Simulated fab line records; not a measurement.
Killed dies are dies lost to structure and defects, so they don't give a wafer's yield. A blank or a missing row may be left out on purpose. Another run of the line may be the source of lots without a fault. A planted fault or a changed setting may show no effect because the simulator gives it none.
fab line records	flow n5Finfet
record: lots: 10	wafers: 30	lastDay: 16
route steps=1938 shown BEOL_M4@1111 BEOL_M10@1509 MIM_BOT_ETCH@1868 PASSIVATION@1905
lots untouched by any fault: they come from a run of this same line in which no faults occurred
startH: hours from the record's first day to the start of the lot's first wafer shown	waitH: time in hours since the lot's previous step	" unchanged from the row above	L1.1+2: one row covering several wafers at once	- no value, or no start was given	* or withheld: withheld	< > ~ a bound
route shown NAME@n: names a module that has steps shown in the file, with the first one's number in the route	usual: mean and standard deviation over wafers with no fault	same: alike in all rows	chamber/n: place in a boat	sites: each site's reading	_std_site: standard deviation of those values	_edge_site: inner sites' mean taken away from outer sites' mean	radiusMm: for every site, how far away it sits from the centre of the wafer	mask NAME#n: copy n	behind: the last tool/chamber to shape the wafer	hold: reason for holding the lot/hours on hold/outcome of the hold	device: transistor that didn't switch, given as n, p or np	end of line: tests run on the same wafers once the route is complete	for a step that has no rows: nothing shown but its recipe	killed: dies that structure and defects cost at the first sort, which is not the same as the wafer's yield	map: a wafer's dies, marking killed ones x, the rest . and places with no die _
set.NAME: setting as actually run; set.NAME@STEP: the setting as run at that earlier step	model.NAME: the simulator's own value behind a step, which no gauge read
steps of the route over a sample of lots; a table a step, a row a wafer
services: a tool's chamber out of use, with start hour (startH, from the record's first day; less than 0 if before it), hours out, and reason
== steps ==
step: N5_BEOL_M4_RC_MEAS_101
usual: DIBL_N: 37.5/1.9	DIBL_P: 37.3/2.4	IOFF_N: 0.18/0.038	IOFF_P: 0.23/0.045	ION_N: 677/11	ION_P: 464/8.1	SS_N: 72.0/0.68	SS_P: 73.5/0.77	VT_N: 249/3.3	VT_P: -249/3.6
lot.wafer	tool	chamber	startH	waitH	DIBL_N[mV/V]	DIBL_P[mV/V]	IOFF_N[nA/um]	IOFF_P[nA/um]	ION_N[uA/um]	ION_P[uA/um]	SS_N[mV/dec]	SS_P[mV/dec]	VT_N[mV]	VT_P[mV]
L964.2	prober-01	0	163.33	0.2	38.4	37.3	0.22	0.24	688	468	72.3	74.0	242	-247
L964.5	"	0	"	"	36.5	36.1	0.17	0.21	667	460	71.8	73.1	248	-253
L964.6	"	0	"	"	39.9	39.5	0.24	0.27	679	461	72.8	74.7	245	-247
L963.2	prober-02	0	168.38	0.2	38.1	37.5	0.18	0.20	672	449	72.3	73.7	250	-251
L963.4	"	0	"	"	40.4	40.1	0.23	0.24	687	465	73.4	73.7	248	-249
L963.6	"	0	"	"	37.6	36.8	0.17	0.19	665	451	71.6	73.8	252	-254
L965.3	prober-01	0	183.34	0.3	34.8	37.3	0.18	0.20	683	465	72.7	72.9	249	-252
L965.4	"	0	"	"	39.1	44.5	0.26	0.34	693	472	73.3	74.0	244	-242
L965.5	"	0	"	"	35.7	37.7	0.18	0.20	677	460	72.2	72.6	251	-251
L966.1	prober-01	0	185.26	0.0	36.2	38.4	0.18	0.24	671	468	72.0	73.2	251	-247
L966.2	"	0	"	"	34.6	33.9	0.15	0.17	667	461	72.0	72.3	252	-251
L966.5	"	0	"	"	33.8	35.0	0.13	0.18	657	457	71.6	72.8	252	-252
L967.1	prober-02	0	188.25	0.0	35.6	35.8	0.12	0.18	663	458	71.6	72.7	257	-254
L967.4	"	0	"	"	39.6	39.9	0.19	0.25	674	467	72.5	74.1	251	-246
L967.6	"	0	"	"	39.7	39.8	0.20	0.24	679	464	72.7	74.1	249	-252
L970.4	prober-01	0	212.22	0.5	35.6	35.0	0.16	0.25	682	478	71.4	74.2	247	-246
L970.5	"	0	"	"	38.9	37.3	0.21	0.29	692	481	71.5	74.3	248	-244
L970.6	"	0	"	"	38.5	36.6	0.21	0.26	687	469	72.3	74.1	248	-245
L974.2	prober-01	0	227.75	0.2	39.4	38.0	0.21	0.29	681	470	72.4	73.7	246	-244
L974.3	"	0	"	"	36.1	34.1	0.14	0.19	677	456	71.5	72.6	254	-249
L974.6	"	0	"	"	38.8	37.5	0.20	0.28	687	474	72.0	73.6	248	-244
L979.2	prober-01	0	273.70	0.2	38.6	38.3	0.18	0.26	678	468	72.4	74.2	246	-246
L979.4	"	0	"	"	42.1	41.9	0.27	0.32	703	473	73.1	75.1	244	-243
L979.6	"	0	"	"	40.1	38.9	0.22	0.26	697	474	73.2	74.1	247	-249
L981.1	prober-02	0	290.96	0.0	40.4	40.5	0.23	0.27	687	463	72.3	74.8	244	-250
L981.3	"	0	"	"	34.6	33.0	0.11	0.16	658	459	71.4	72.1	257	-255
L981.4	"	0	"	"	39.7	38.5	0.23	0.24	690	463	72.9	74.0	244	-246
L984.2	prober-01	0	298.54	0.2	35.9	35.1	0.15	0.20	672	460	72.0	74.0	250	-250
L984.5	"	0	"	"	34.5	32.9	0.13	0.17	650	450	71.4	72.2	253	-253
L984.6	"	0	"	"	38.4	39.1	0.22	0.30	701	482	72.4	73.5	244	-243
step: N5_BEOL_M10_VIA_ETCH_34
recipe: chemistry: C4F6/O2	target: SiCOH_lowk	targetDepthA: 1845	maskMaterial: SOC	taperDeg: 4	timeS: 69.2	ionEnergyEv: 250	pressureMtorr: 30	sourceW: 345	biasW: 185	Ar_flow_sccm: 300	C4F6_flow_sccm: 10	O2_flow_sccm: 10
usual: C4F6_flow_sccm: 10.00/0.032	drypumpMotorCurrentA: 6.0/0.39	oes_o_777_au: 0.79/0.093	oesProductAu: 0.79/0.087	rfVppV: 661/22	showerheadPlenumPTorr: 2.85/0.083	throttleValvePct: 20.89/0.26
lot.wafer	tool	chamber	startH	waitH	C4F6_flow_sccm	drypumpMotorCurrentA	oes_o_777_au	oesProductAu	rfHoursCounterH	rfVppV	showerheadPlenumPTorr	throttleValvePct
L964.2	rieDiel-06	0	222.62	0.0	10.00	6.1	0.85	0.86	45	636	3.02	21.06
L964.5	"	0	"	"	9.98	6.1	0.85	0.85	-	634	3.02	21.08
L964.6	"	3	"	"	9.99	5.5	0.76	0.73	-	655	2.82	20.98
L963.2	rieDiel-06	0	226.49	0.0	10.06	6.1	0.85	0.85	46	634	3.02	21.07
L963.4	"	1	"	"	9.98	6.6	0.91	0.91	25	666	2.89	20.54
L963.6	"	2	"	"	10.00	5.9	0.99	0.94	-	637	2.80	20.72
L965.3	rieDiel-03	3	229.32	0.0	10.03	5.9	0.72	0.71	208	645	2.82	21.18
L965.4	"	1	"	"	9.96	5.5	0.68	0.68	204	681	2.93	20.75
L965.5	"	2	"	"	10.02	5.9	0.90	0.89	-	680	2.93	21.15
L966.1	rieDiel-04	0	238.55	0.0	10.00	6.0	0.68	0.70	212	641	2.69	20.67
L966.2	"	2	"	"	10.00	5.5	0.82	0.81	78	666	2.77	20.76
L966.5	"	1	"	"	10.04	6.6	0.70	0.71	-	701	2.89	20.78
L967.1	rieDiel-04	0	244.94	0.0	9.98	6.0	0.68	0.70	214	642	2.69	20.66
L967.4	"	2	"	"	9.99	5.5	0.82	0.80	80	666	2.77	20.77
L967.6	"	3	"	"	10.06	6.3	0.71	0.69	-	666	2.88	20.60
L970.4	rieDiel-04	1	263.51	0.0	9.94	6.6	0.69	0.70	-	701	2.88	20.81
L970.5	"	0	"	"	9.98	6.0	0.67	0.58	-	641	2.69	20.62
L970.6	"	2	"	"	10.08	5.5	0.81	0.79	-	666	2.77	20.78
L974.2	rieDiel-04	1	279.80	0.0	9.96	6.6	0.68	0.70	237	701	2.88	20.81
L974.3	"	2	"	"	9.99	5.5	0.79	0.78	94	665	2.76	20.78
L974.6	"	0	"	"	10.00	5.9	0.67	0.57	-	641	2.68	20.65
L979.2	rieDiel-06	2	325.75	0.0	10.01	5.9	0.91	0.88	42	636	2.78	20.79
L979.4	"	3	"	"	10.00	5.6	0.74	0.70	237	656	2.81	21.05
L979.6	"	0	"	"	10.02	6.1	0.81	0.81	-	633	3.00	21.12
L981.1	rieDiel-03	0	340.68	0.0	10.00	6.5	0.75	0.81	88	698	2.88	21.26
L981.3	"	3	"	"	9.99	5.8	0.70	0.68	246	644	2.80	21.21
L981.4	"	2	"	"	10.03	5.8	0.86	0.84	64	680	2.91	21.21
L984.2	rieDiel-04	0	345.38	0.0	10.00	6.0	0.66	0.67	253	641	2.67	20.71
L984.5	"	0	"	"	10.00	6.0	0.65	0.67	-	641	2.67	20.72
L984.6	"	2	"	"	10.01	5.5	0.77	0.76	-	665	2.75	20.84
step: N5_MIM_BOT_ETCH_ETCH_00
recipe: chemistry: Cl2/BCl3	target: TiN	targetDepthA: 455	ionEnergyEv: 150	pressureMtorr: 10	icpW: 1000	biasW: 126	Cl2_flow_sccm: 53.25	bcl3FlowSccm: 21.75	Ar_flow_sccm: 25
usual: drypumpMotorCurrentA: 5.7/0.44	oesProductAu: 0.86/0.097	throttleValvePct: 21.9/0.33
lot.wafer	tool	chamber	startH	waitH	drypumpMotorCurrentA	oesProductAu	rfHoursCounterH	throttleValvePct
L964.2	rieMetal-01	1	263.49	0.1	5.7	0.99	0	21.7
L964.5	"	1	"	"	5.8	1.01	-	21.7
L964.6	"	0	"	"	4.8	0.86	-	22.5
L963.2	rieMetal-03	0	270.47	0.1	6.3	0.79	47	22.2
L963.4	"	0	"	"	6.3	0.80	-	22.2
L963.6	"	0	"	"	6.3	0.80	-	22.2
L965.3	rieMetal-02	0	270.66	0.2	6.0	0.62	-	22.2
L965.4	"	0	"	"	5.9	0.62	-	22.2
L965.5	"	0	"	"	6.0	0.62	-	22.3
L966.1	rieMetal-02	0	281.24	0.1	6.0	0.62	116	22.2
L966.2	"	0	"	"	5.9	0.62	-	22.3
L966.5	"	0	"	"	5.9	0.62	-	22.2
L967.1	rieMetal-03	0	281.32	0.1	6.3	0.80	49	22.2
L967.4	"	1	"	"	5.3	0.80	-	21.5
L967.6	"	0	"	"	6.3	0.80	-	22.2
L970.4	rieMetal-02	1	306.41	0.2	5.8	0.99	-	21.8
L970.6	"	1	"	"	5.7	0.99	-	21.8
L974.2	rieMetal-01	1	321.46	0.1	5.8	0.93	6	21.7
L974.3	"	0	"	"	4.9	0.85	-	22.5
L979.2	rieMetal-02	0	367.56	0.1	5.9	0.92	5	21.6
L979.4	"	1	"	"	5.8	0.94	-	21.8
L979.6	"	0	"	"	6.0	0.92	-	21.6
L981.1	rieMetal-02	1	383.46	0.1	5.8	0.92	6	21.8
L981.3	"	1	"	"	5.8	0.93	-	21.8
L981.4	"	0	"	"	5.9	0.92	-	21.6
L984.2	rieMetal-03	1	385.81	0.1	5.3	0.76	38	21.6
L984.5	"	1	"	"	5.3	0.77	-	21.6
L984.6	"	0	"	"	6.3	0.78	-	22.2
step: N5_PASSIVATION_CD_MEAS_30
recipe: targetCdNm: 4000	landingEnergyEv: 500	detector: seInlens	polarity: opening
usual: cdNm: 3999.8/2.2
lot.wafer	tool	chamber	startH	waitH	cdNm
L964.2	cdSem-03	0	268.42	-	3998.7
L964.5	"	0	"	"	4001.0
L964.6	"	0	"	"	3999.9
L965.3	cdSem-02	0	274.28	-	3999.6
L965.4	"	0	"	"	4000.2
L965.5	"	0	"	"	4001.7
L963.2	cdSem-03	0	274.62	-	4000.6
L963.4	"	0	"	"	3998.2
L963.6	"	0	"	"	3996.9
L967.1	cdSem-01	0	285.19	-	3998.8
L967.4	"	0	"	"	3998.7
L967.6	"	0	"	"	3998.7
L966.1	cdSem-03	0	286.61	-	3995.8
L966.2	"	0	"	"	3998.5
L966.5	"	0	"	"	3995.5
L970.4	cdSem-01	0	310.85	-	4001.9
L970.6	"	0	"	"	3998.7
L974.2	cdSem-01	0	324.22	-	3997.8
L974.3	"	0	"	"	3998.9
L979.2	cdSem-02	0	373.73	-	4000.2
L979.4	"	0	"	"	3999.3
L979.6	"	0	"	"	4001.0
L984.2	cdSem-03	0	389.50	-	3997.3
L984.5	"	0	"	"	3999.5
L984.6	"	0	"	"	3998.5
L981.1	cdSem-03	0	389.80	-	4001.5
L981.3	"	0	"	"	4007.2
L981.4	"	0	"	"	4004.3
step: N5_PASSIVATION_INSPECT_67
recipe: mode: adi	inspectInstrument: macro
usual: rawDefectCount: 2.1/1.3
lot.wafer	tool	chamber	startH	waitH	rawDefectCount
L964.2	defectInspect-02	-	271.53	0.0	0
L964.5	"	-	"	"	4
L964.6	"	-	"	"	3
L963.2	defectInspect-01	-	276.41	0.0	2
L963.4	"	-	"	"	4
L963.6	"	-	"	"	2
L965.3	defectInspect-01	-	276.57	0.0	3
L965.4	"	-	"	"	1
L965.5	"	-	"	"	4
L967.1	defectInspect-01	-	287.16	0.0	2
L967.4	"	-	"	"	2
L967.6	"	-	"	"	5
L966.1	defectInspect-01	-	288.43	0.0	3
L966.2	"	-	"	"	0
L966.5	"	-	"	"	2
L970.4	defectInspect-01	-	313.03	0.0	1
L970.6	"	-	"	"	1
L974.2	defectInspect-02	-	326.50	0.0	3
L974.3	"	-	"	"	2
L979.2	defectInspect-02	-	375.93	0.0	1
L979.4	"	-	"	"	1
L979.6	"	-	"	"	0
L984.2	defectInspect-01	-	391.29	0.0	3
L984.5	"	-	"	"	3
L984.6	"	-	"	"	1
L981.1	defectInspect-01	-	391.61	0.0	3
L981.3	"	-	"	"	2
L981.4	"	-	"	"	2
step: N5_PASSIVATION_PROBE_49
usual: defectLimitedYield: 91.2/1.5	killed_at_M0_to_M3: 31/10	killed_at_M4_up: 15/5.9	killedAtContacts: 13/6	killedAtFrontEnd: 41/11	killedAtOther: 4/3.1	killedDies: 104/18	killedOnRim: 14/4.1	killedOpen: 68/13	killedShort: 33/8.1	sort_bin_4_leakage: 0.00/0.03	sort_bin_5_function: 5.1/1.1	sort_bin_6_memory: 3.2/0.69	sortNPass: 1076/18	sortYieldPct: 91.2/1.5
same: grossDies: 1180	killedAtBackSide: 0	sort_bin_8_speed[%]: 0
lot.wafer	tool	chamber	startH	waitH	defectLimitedYield[%]	killed_at_M0_to_M3	killed_at_M4_up	killedAtContacts	killedAtFrontEnd	killedAtOther	killedDies	killedOnRim	killedOpen	killedShort	sort_bin_4_leakage[%]	sort_bin_5_function[%]	sort_bin_6_memory[%]	sortNPass	sortYieldPct[%]
L965.3	prober-02	-	279.75	0.1	92.0	27	15	23	28	1	94	14	64	29	0	5.2	2.6	1086	92.0
L965.4	prober-02	-	279.80	0.2	92.7	29	12	15	23	7	86	6	57	28	0	4.7	2.4	1094	92.7
L965.5	prober-02	-	279.85	0.2	89.5	38	21	25	35	5	124	21	95	26	0	6.4	4.0	1056	89.5
L967.1	prober-01	-	290.25	0.0	91.3	20	24	11	44	4	103	17	70	33	0	4.6	4.0	1077	91.3
L967.4	prober-01	-	290.40	0.2	89.3	31	11	20	59	5	126	16	82	34	0	5.9	3.9	1054	89.3
L967.6	prober-01	-	290.50	0.3	92.9	23	15	17	29	0	84	9	54	29	0	4.2	2.6	1096	92.9
L966.1	prober-01	-	292.22	0.0	90.3	42	13	13	44	3	115	19	84	30	0	6.2	3.4	1065	90.3
L966.2	prober-01	-	292.27	0.1	88.6	44	16	18	40	16	134	24	91	42	0	7.1	4.0	1046	88.6
L966.5	prober-01	-	292.42	0.2	89.2	41	25	6	44	12	128	13	87	41	0	6.3	4.2	1052	89.2
L970.4	prober-02	-	316.26	0.2	92.5	16	19	5	44	4	88	12	48	40	0	3.7	3.4	1092	92.5
L970.5	prober-02	-	316.31	0.2	0.1	23	1094	15	40	7	1179	151	60	39	0	96.9	3.1	1	0.1
L970.6	prober-02	-	316.36	0.3	92.5	17	14	17	38	3	89	7	58	29	0	3.9	3.5	1091	92.5
L974.2	prober-01	-	329.63	0.1	91.9	25	6	7	51	6	95	10	51	44	0	4.7	3.2	1085	91.9
L974.3	prober-01	-	329.68	0.1	90.1	25	15	20	55	2	117	11	70	45	0	6.0	3.6	1063	90.1
L974.6	prober-01	-	329.83	0.3	0	39	1080	9	51	1	1180	152	74	43	0	96.4	3.1	0	0
L984.2	prober-01	-	394.41	0.1	89.2	21	22	16	66	2	127	13	84	34	0	5.3	4.7	1053	89.2
L984.5	prober-01	-	394.56	0.2	89.5	13	21	13	71	6	124	24	87	36	0	6.7	3.4	1056	89.5
L984.6	prober-01	-	394.61	0.3	91.5	20	19	4	46	11	100	15	62	28	0	5.5	2.0	1080	91.5
killed by level:class
L965.3 MOL_CONTACT_COAG:geometricParticle:open=18 DUMMY_GATE:geometricParticle:open=8 BEOL_M4:geometricParticle:open=7 BEOL_M0_SAQP:geometricParticle:short=6 BEOL_M1:geometricParticle:open=6 MOL_CONTACT_COAG:geometricParticle:short=5 BEOL_M4:geometricParticle:short=5 GATE_CUT:geometricParticle:short=4
L965.4 MOL_CONTACT_COAG:geometricParticle:open=13 BEOL_M2:geometricParticle:open=12 BEOL_M0_SAQP:geometricParticle:short=7 FIN_SAQP:geometricParticle:open=5 STI_FIN_REVEAL:geometricParticle:open=5 PAD_METAL:geometricParticle:short=4 FIN_SAQP:geometricParticle:short=3 BEOL_M0_SAQP:geometricParticle:open=3
L965.5 MOL_CONTACT_COAG:geometricParticle:open=22 BEOL_M4:geometricParticle:open=12 STI_FIN_REVEAL:geometricParticle:open=10 BEOL_M1:geometricParticle:open=9 BEOL_M2:geometricParticle:open=9 BEOL_M0_SAQP:geometricParticle:short=7 DUMMY_GATE:geometricParticle:open=6 BEOL_M0_SAQP:geometricParticle:open=6
L967.1 FIN_SAQP:geometricParticle:short=9 STI_FIN_REVEAL:geometricParticle:open=9 BEOL_M0_SAQP:geometricParticle:open=9 MOL_CONTACT_COAG:geometricParticle:open=8 BEOL_M4:geometricParticle:open=8 FIN_SAQP:geometricParticle:open=6 BEOL_M0_SAQP:geometricParticle:short=5 BEOL_M7:geometricParticle:open=5
L967.4 MOL_CONTACT_COAG:geometricParticle:open=19 STI_FIN_REVEAL:geometricParticle:open=13 FIN_SAQP:geometricParticle:open=11 GATE_CUT:geometricParticle:short=9 BEOL_M0_SAQP:geometricParticle:open=8 BEOL_M2:geometricParticle:open=7 HKMG_FIN:areaEtch=7 FIN_SAQP:geometricParticle:short=5
L967.6 MOL_CONTACT_COAG:geometricParticle:open=11 BEOL_M0_SAQP:geometricParticle:open=8 FIN_SAQP:geometricParticle:open=6 MOL_CONTACT_COAG:geometricParticle:short=6 BEOL_M0_SAQP:geometricParticle:short=6 GATE_CUT:geometricParticle:short=5 FIN_SAQP:geometricParticle:short=4 STI_FIN_REVEAL:geometricParticle:open=4
L966.1 STI_FIN_REVEAL:geometricParticle:open=15 FIN_SAQP:geometricParticle:open=10 MOL_CONTACT_COAG:geometricParticle:open=9 BEOL_M2:geometricParticle:open=8 BEOL_M0_SAQP:geometricParticle:open=8 BEOL_M4:geometricParticle:open=8 BEOL_M3:geometricParticle:open=7 FIN_SAQP:geometricParticle:short=6
L966.2 STI_FIN_REVEAL:geometricParticle:open=17 MOL_CONTACT_COAG:geometricParticle:open=15 BEOL_M4:geometricParticle:open=12 BEOL_M0_SAQP:geometricParticle:short=10 BEOL_M0_SAQP:geometricParticle:open=9 BEOL_M3:geometricParticle:open=8 FIN_SAQP:geometricParticle:open=7 BEOL_M1:geometricParticle:open=5
L966.5 STI_FIN_REVEAL:geometricParticle:open=17 FIN_SAQP:geometricParticle:short=12 BEOL_M4:geometricParticle:open=10 BEOL_M0_SAQP:geometricParticle:short=9 FIN_SAQP:geometricParticle:open=7 BEOL_M0_SAQP:geometricParticle:open=7 BEOL_M3:geometricParticle:open=7 BEOL_M1:geometricParticle:open=6
L970.4 FIN_SAQP:geometricParticle:short=13 FIN_SAQP:geometricParticle:open=9 BEOL_M4:geometricParticle:short=8 STI_FIN_REVEAL:geometricParticle:open=6 BEOL_M4:geometricParticle:open=5 GATE_CUT:geometricParticle:short=4 MOL_CONTACT_COAG:geometricParticle:open=4 BEOL_M2:geometricParticle:open=4
L970.5 BEOL_M10:areaEtch=1078 FIN_SAQP:geometricParticle:open=12 FIN_SAQP:geometricParticle:short=11 MOL_CONTACT_COAG:geometricParticle:open=9 BEOL_M3:geometricParticle:open=7 BEOL_M4:geometricParticle:open=6 MOL_CONTACT_COAG:geometricParticle:short=6 BEOL_M4:geometricParticle:short=6
L970.6 MOL_CONTACT_COAG:geometricParticle:open=15 FIN_SAQP:geometricParticle:short=7 FIN_SAQP:geometricParticle:open=7 BEOL_M2:geometricParticle:open=6 GATE_CUT:geometricParticle:short=5 BEOL_M1:geometricParticle:open=5 STARTING-WAFER:geometricParticle:open=4 STI_FIN_REVEAL:geometricParticle:open=3
L974.2 FIN_SAQP:geometricParticle:short=15 FIN_SAQP:geometricParticle:open=14 MOL_CONTACT_COAG:geometricParticle:open=7 GATE_CUT:geometricParticle:short=4 GATE_CUT:geometricParticle:open=4 BEOL_M0_SAQP:geometricParticle:short=4 BEOL_M0:geometricParticle:short=4 BEOL_M1:geometricParticle:open=4
L974.3 FIN_SAQP:geometricParticle:short=16 MOL_CONTACT_COAG:geometricParticle:open=16 FIN_SAQP:geometricParticle:open=12 GATE_CUT:geometricParticle:short=11 BEOL_M4:geometricParticle:open=8 STI_FIN_REVEAL:geometricParticle:open=5 BEOL_M0_SAQP:geometricParticle:short=5 BEOL_M1:geometricParticle:open=5
L974.6 BEOL_M10:areaEtch=1062 FIN_SAQP:geometricParticle:short=16 BEOL_M0:geometricParticle:open=12 GATE_CUT:geometricParticle:short=9 FIN_SAQP:geometricParticle:open=8 MOL_CONTACT_COAG:geometricParticle:open=8 BEOL_M3:geometricParticle:open=7 BEOL_M2:geometricParticle:open=6
L984.2 STI_FIN_REVEAL:geometricParticle:open=14 MOL_CONTACT_COAG:geometricParticle:open=12 BEOL_M4:geometricParticle:open=10 FIN_SAQP:geometricParticle:open=9 DUMMY_GATE:geometricParticle:open=9 BEOL_M3:geometricParticle:open=6 HKMG_FIN:areaEtch=6 BEOL_M2:geometricParticle:open=5
L984.5 STI_FIN_REVEAL:geometricParticle:open=24 FIN_SAQP:geometricParticle:open=13 BEOL_M4:geometricParticle:open=12 FIN_SAQP:geometricParticle:short=10 MOL_CONTACT_COAG:geometricParticle:open=9 STI_FIN_REVEAL:geometricParticle:short=8 STARTING-WAFER:geometricParticle:open=6 BEOL_M2:geometricParticle:open=4
L984.6 STI_FIN_REVEAL:geometricParticle:open=9 HKMG_FIN:areaEtch=9 FIN_SAQP:geometricParticle:open=8 BEOL_M4:geometricParticle:open=8 DUMMY_GATE:geometricParticle:open=5 FIN_SAQP:geometricParticle:short=4 GATE_CUT:geometricParticle:short=4 MOL_CONTACT_COAG:geometricParticle:open=4
== services ==
tool	chamber	startH	hours	kind
rieDiel-03	1	203.54	3.0	repair
rieMetal-01	-	214.14	1.4	pm
rieDiel-06	-	225.12	1.1	repair
rieDiel-04	3	261.32	-	clean
rieDiel-04	3	261.32	-	consumableReplace:focusRing
rieDiel-04	3	261.32	18.6	scheduledDown
rieDiel-04	3	261.32	18.6	ventCycle
rieMetal-02	1	267.76	-	clean
rieDiel-04	-	273.17	0.6	repair
rieDiel-04	1	300.68	13.4	repair
rieDiel-03	-	309.50	4.3	pm
rieDiel-04	0	318.84	5.6	repair
rieMetal-02	1	319.00	20.6	repair
rieDiel-06	3	325.95	5.6	repair
rieDiel-04	1	335.80	-	clean
rieDiel-04	1	335.80	-	consumableReplace:focusRing
rieDiel-04	1	335.80	14.1	scheduledDown
rieDiel-04	1	335.80	14.1	ventCycle
rieDiel-04	0	377.68	-	clean
rieDiel-04	0	377.68	-	consumableReplace:focusRing
rieDiel-04	0	377.68	-	consumableReplace:showerhead
rieDiel-04	0	377.68	22.0	scheduledDown
rieDiel-04	0	377.68	22.0	ventCycle
rieDiel-06	-	385.31	2.8	pm
== key ==
firstSign: step: N5_PASSIVATION_PROBE_49	reading: killed_at_M4_up	direction: up	sigmas: 99+	usual: 15	struck: 1087
effect: step: N5_PASSIVATION_PROBE_49	reading: sort_bin_5_function	direction: up	sigmas: 86	usual: 5.1	struck: 96.7
moreKillsBornAt: N5_BEOL_M10_VIA_ETCH_34@rieDiel-04: 2140
metAt N5_BEOL_M10_VIA_ETCH_34
struckLots L970,L974
struckWafers L970.5,L974.6
laterRowsLeftOut L970.5,L974.6
notActingAt N5_MIM_BOT_ETCH_ETCH_00,N5_PASSIVATION_CD_MEAS_30,N5_PASSIVATION_INSPECT_67
onsetBetween 244.94 263.51
fault: kind: processParameterDrift	tool: rieDiel-04	chamber: 0	onsetH: 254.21	steps: N5_BEOL_M10_VIA_ETCH_34	channel: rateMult	offset: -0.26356	shape: step	endH: 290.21
laterRowsLeftOut: the simulator's readings of these wafers behind a module that went badly wrong aren't trusted and aren't shown, but for the sort
